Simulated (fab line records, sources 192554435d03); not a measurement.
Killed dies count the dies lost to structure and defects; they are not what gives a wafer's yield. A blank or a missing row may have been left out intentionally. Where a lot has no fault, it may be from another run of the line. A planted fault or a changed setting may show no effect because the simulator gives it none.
Split-lot experiment :: flow n5 finfet :: 21 wafers read across 7 lots, on a route 1938 steps long

## THE SPLIT ITSELF
At N5_BEOL_M11_ILD_DEP_00 (deposits SiCOH lowk from DEMS/porogen, target thk 308.51 nm, time 58 s), the setting time s was moved away from the recipe's 58 s on 8 of the 21 wafers read, by -13.1% to +14.2%. This setting was run at the recipe's value on the other wafers.

## FROM THE SPLIT TO THE READING: what the file shows between them, 1 step
- N5_BEOL_M11_CURE_71: cures SiCOH lowk, time 240 s

## THE READING
M11_ILD_THK, in nm, at N5_BEOL_M11_THK_MEAS_01. On this fab line, fault-free wafers typically give 267 nm with a standard deviation of 3.4 nm.

wafer: L075.1
tool, chamber at the split: pecvd-01, 1
time s as run, s: 58
against the recipe: recipe
M11_ILD_THK, nm: 261
against lot-mates on the recipe: -

wafer: L075.4
tool, chamber at the split: pecvd-01, 2
time s as run, s: 58
against the recipe: recipe
M11_ILD_THK, nm: 268
against lot-mates on the recipe: -

wafer: L075.6
tool, chamber at the split: pecvd-01, 1
time s as run, s: 58
against the recipe: recipe
M11_ILD_THK, nm: 270
against lot-mates on the recipe: -

wafer: L077.2
tool, chamber at the split: pecvd-04, 2
time s as run, s: 58
against the recipe: recipe
M11_ILD_THK, nm: 267
against lot-mates on the recipe: -

wafer: L077.3
tool, chamber at the split: pecvd-04, 1
time s as run, s: 51.03
against the recipe: -12.0%
M11_ILD_THK, nm: 236
against lot-mates on the recipe: -32

wafer: L077.4
tool, chamber at the split: pecvd-04, 1
time s as run, s: 58
against the recipe: recipe
M11_ILD_THK, nm: 268
against lot-mates on the recipe: -

wafer: L076.1
tool, chamber at the split: pecvd-04, 2
time s as run, s: 58
against the recipe: recipe
M11_ILD_THK, nm: 269
against lot-mates on the recipe: -

wafer: L076.4
tool, chamber at the split: pecvd-04, 1
time s as run, s: 58
against the recipe: recipe
M11_ILD_THK, nm: 268
against lot-mates on the recipe: -

wafer: L076.6
tool, chamber at the split: pecvd-04, 0
time s as run, s: 50.41
against the recipe: -13.1%
M11_ILD_THK, nm: 239
against lot-mates on the recipe: -30

wafer: L078.1
tool, chamber at the split: pecvd-02, 1
time s as run, s: 58
against the recipe: recipe
M11_ILD_THK, nm: 269
against lot-mates on the recipe: -

wafer: L078.4
tool, chamber at the split: pecvd-02, 0
time s as run, s: 64.26
against the recipe: +10.8%
M11_ILD_THK, nm: 300
against lot-mates on the recipe: +30

wafer: L078.6
tool, chamber at the split: pecvd-02, 2
time s as run, s: 58
against the recipe: recipe
M11_ILD_THK, nm: 270
against lot-mates on the recipe: -

wafer: L080.1
tool, chamber at the split: pecvd-02, 0
time s as run, s: 58
against the recipe: recipe
M11_ILD_THK, nm: 265
against lot-mates on the recipe: -

wafer: L080.4
tool, chamber at the split: pecvd-02, 1
time s as run, s: 53.4
against the recipe: -7.9%
M11_ILD_THK, nm: 253
against lot-mates on the recipe: -12

wafer: L080.6
tool, chamber at the split: pecvd-02, 2
time s as run, s: 53.4
against the recipe: -7.9%
M11_ILD_THK, nm: 244
against lot-mates on the recipe: -21

wafer: L079.1
tool, chamber at the split: pecvd-02, 1
time s as run, s: 66.23
against the recipe: +14.2%
M11_ILD_THK, nm: 306
against lot-mates on the recipe: +39

wafer: L079.3
tool, chamber at the split: pecvd-02, 0
time s as run, s: 66.23
against the recipe: +14.2%
M11_ILD_THK, nm: 298
against lot-mates on the recipe: +31

wafer: L079.4
tool, chamber at the split: pecvd-02, 0
time s as run, s: 58
against the recipe: recipe
M11_ILD_THK, nm: 267
against lot-mates on the recipe: -

wafer: L094.4
tool, chamber at the split: pecvd-04, 1
time s as run, s: 58
against the recipe: recipe
M11_ILD_THK, nm: 262
against lot-mates on the recipe: -

wafer: L094.5
tool, chamber at the split: pecvd-04, 2
time s as run, s: 65.16
against the recipe: +12.3%
M11_ILD_THK, nm: 301
against lot-mates on the recipe: +38

wafer: L094.6
tool, chamber at the split: pecvd-04, 1
time s as run, s: 58
against the recipe: recipe
M11_ILD_THK, nm: 263
against lot-mates on the recipe: -

FIT RESULTS
A straight line over all 21 wafers: M11_ILD_THK changes by +2.51 nm for each +1% of time s; r = +0.98; the points scatter about the line by 3.6 nm.
The same after taking each lot's own level away (the mean of its wafers on the recipe; 21 wafers): +2.53 nm for each +1%; r = +0.99; scatter 3.3 nm.
Per that fit: largest time s move, reading shift of 36 nm.
From 262.5 to 269.5 nm: that is the span of the lots' own levels, equal to 2.1 times the standard deviation above.
The two slopes agree, so the slope changes little with the lot-to-lot level.
Check: for one of the wafers moved furthest among these (+14.2%), held out of the fit, the line's prediction against its lot-mates is +36.1 nm. It came out at +39 nm against them.

## THE OTHER SPLITS THESE WAFERS WENT THROUGH
Before the reading, these wafers also passed through other splits. Each is held against what the fit with the lots' levels taken away leaves over:
other split on the same wafers: N5_BEOL_M8_DESCUM_33 time s
wafers away from the commonest value: 6
r with M11_ILD_THK (lot level and that fit taken away): -0.15

other split on the same wafers: N5_BEOL_M8_TRENCH_ETCH_37 source w
wafers away from the commonest value: 6
r with M11_ILD_THK (lot level and that fit taken away): +0.00

other split on the same wafers: N5_BEOL_M9_HM_DEP_02 target thk a
wafers away from the commonest value: 6
r with M11_ILD_THK (lot level and that fit taken away): -0.03

other split on the same wafers: N5_BEOL_M9_COAT_59 temp c
wafers away from the commonest value: 3
r with M11_ILD_THK (lot level and that fit taken away): +0.14

other split on the same wafers: N5_BEOL_M9_ALD_74 ald cycles
wafers away from the commonest value: 10
r with M11_ILD_THK (lot level and that fit taken away): -0.06

## THE WHOLE CHAIN: every reading that the file lists as answering this split, in the file's order
step: N5_BEOL_M11_ILD_DEP_00
what it does: deposits SiCOH lowk from DEMS/porogen, target thk 308.51 nm, time 58 s
reading: SiCOH_lowk_of_BEOL_M11_ILD_DEP_00.thk nm (the simulator's own value, which no gauge read)
change (the file's fit): +2.92 nm for each +1% of the setting
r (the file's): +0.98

step: N5_BEOL_M11_CURE_71
what it does: cures SiCOH lowk, time 240 s
reading: SiCOH_lowk_of_BEOL_M11_ILD_DEP_00.thk nm (the simulator's own value, which no gauge read)
change (the file's fit): +2.57 nm for each +1% of the setting
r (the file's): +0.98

step: N5_BEOL_M11_THK_MEAS_01
what it does: 
reading: M11_ILD_THK
change (the file's fit): +2.58 for each +1% of the setting
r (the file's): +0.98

## FILE'S OWN FIT
M11_ILD_THK changes by +2.58 nm for each +1% of time s, r = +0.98.
